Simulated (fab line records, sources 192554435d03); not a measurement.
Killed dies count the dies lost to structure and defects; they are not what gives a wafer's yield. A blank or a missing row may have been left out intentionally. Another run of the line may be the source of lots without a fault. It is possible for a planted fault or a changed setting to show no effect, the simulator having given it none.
Problem report, 8D (eight disciplines) form, completed by code | flow n5-finfet | the parts of the form that need people (team, actions taken, sign-off) are left out

1. THE PROBLEM
At N5_BEOL_M3_CMP_52, time-to-endpoint-s averages 123.4 s over 4 wafers from 3 lots, while fault-free wafers read 62.4 s, standard deviation 2.6. Measured from the usual mean, that is +23 standard deviations.
The step: polishes, stops on SiOC, t overpolish 6.8 s, target thk 40 nm.
Earliest sighting: wafer L862.3 on cmp-01 at day 11 06:31. The record has a number at this step for 30 wafers belonging to 10 lots. Rule for "out", or "out of limits": more than 4 standard deviations from the usual mean. All remaining wafers that have a number are taken as sound.

2. WHAT IT IS, AND WHAT IT ISN'T
question                    | is                             | is not
which readings at this step | time-to-endpoint-s             | motor-current-A
which lots                  | L862, L864, L868               | L846, L847, L849, L850, L854, L856, L858
which wafers of those lots  | L862.3, L864.2, L868.2, L868.3 | L862.4, L862.6, L864.4, L864.6, L868.4
read on which tools         | cmp-01, cmp-03                 | cmp-04
when                        | from day 11 06:31              | up to then (23 sound wafers); but 3 sound wafers of L864, L868 came after

3. SUSPECTS, AND WHAT RULES EACH OUT
Counting: a tool at a process step up to the reading stays a suspect if it ran every lot that is out. Sound lots after the first of them don't rule it out here, since some wafers of a struck lot are sound.
- pvd-sputter-03 at N5_BEOL_M3_SPUTTER_86 (material Cu, target thk 4.5 nm, time 8.29 s): kept. It ran every lot that is out, first L862 (day 11 04:50); its last sound lot up to then is L858 (day 10 08:40).
- pvd-sputter-03 at N5_BEOL_M3_ANNEAL_95 (time 240 s): kept. It ran every lot that is out, first L862 (day 11 05:48); its last sound lot up to then is L858 (day 10 09:38).
- pvd-sputter-03 at N5_BEOL_M3_SPUTTER_96 (material Cu, target thk 4.5 nm, time 8.29 s): kept. It ran every lot that is out, first L862 (day 11 05:56); its last sound lot up to then is L858 (day 10 09:46).
- ecd-cu-01 at N5_BEOL_M3_ECD_50 (material Cu, target thk 300 nm): kept. It ran every lot that is out, first L862 (day 11 06:04); its last sound lot up to then is L858 (day 10 09:53).
Left after counting: pvd-sputter-03 at N5_BEOL_M3_SPUTTER_86, pvd-sputter-03 at N5_BEOL_M3_ANNEAL_95, pvd-sputter-03 at N5_BEOL_M3_SPUTTER_96, ecd-cu-01 at N5_BEOL_M3_ECD_50.

4. THE CAUSE (what the simulator had put in)
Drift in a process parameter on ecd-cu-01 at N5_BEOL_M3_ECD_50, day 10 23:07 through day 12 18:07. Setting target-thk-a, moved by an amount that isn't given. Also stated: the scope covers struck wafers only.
Of the 4 suspects that counting leaves, this tool is one.

5. THE EFFECT CHAIN, in route order
Each row: a reading where the mean over the struck wafers with a number is more than 3 standard deviations away from the usual. Readings are gone through only where the record gives a usual standard deviation; hours: the median, over the lots, of the time from a lot's start at the first step in this table giving one to that lot's start at this step; sigmas: the change measured in usual standard deviations.
hours | step              | reading            | usual  | on struck wafers | change | sigmas
0     | N5_BEOL_M3_CMP_52 | time-to-endpoint-s | 62.4 s | 123.4            | +61.0  | +23
It contains these process steps:
- N5_BEOL_M3_CMP_52: polishes, stops on SiOC, t overpolish 6.8 s, target thk 40 nm.
Later measuring or inspecting steps at which every struck wafer that the step has a row for has a number for every such reading, and none has moved that far: N5_BEOL_M4_RC_MEAS_101.

6. WHAT WOULD HAVE CAUGHT IT SOONER
7 hours passed between the start of the fault at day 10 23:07 and the first reading out of limits in this record, taken at day 11 06:31.
Lots out: 3; of these, L864, L868 started N5_BEOL_M3_ECD_50 on ecd-cu-01 after day 11 06:31. A hold on the tool at that time would have spared those 2.
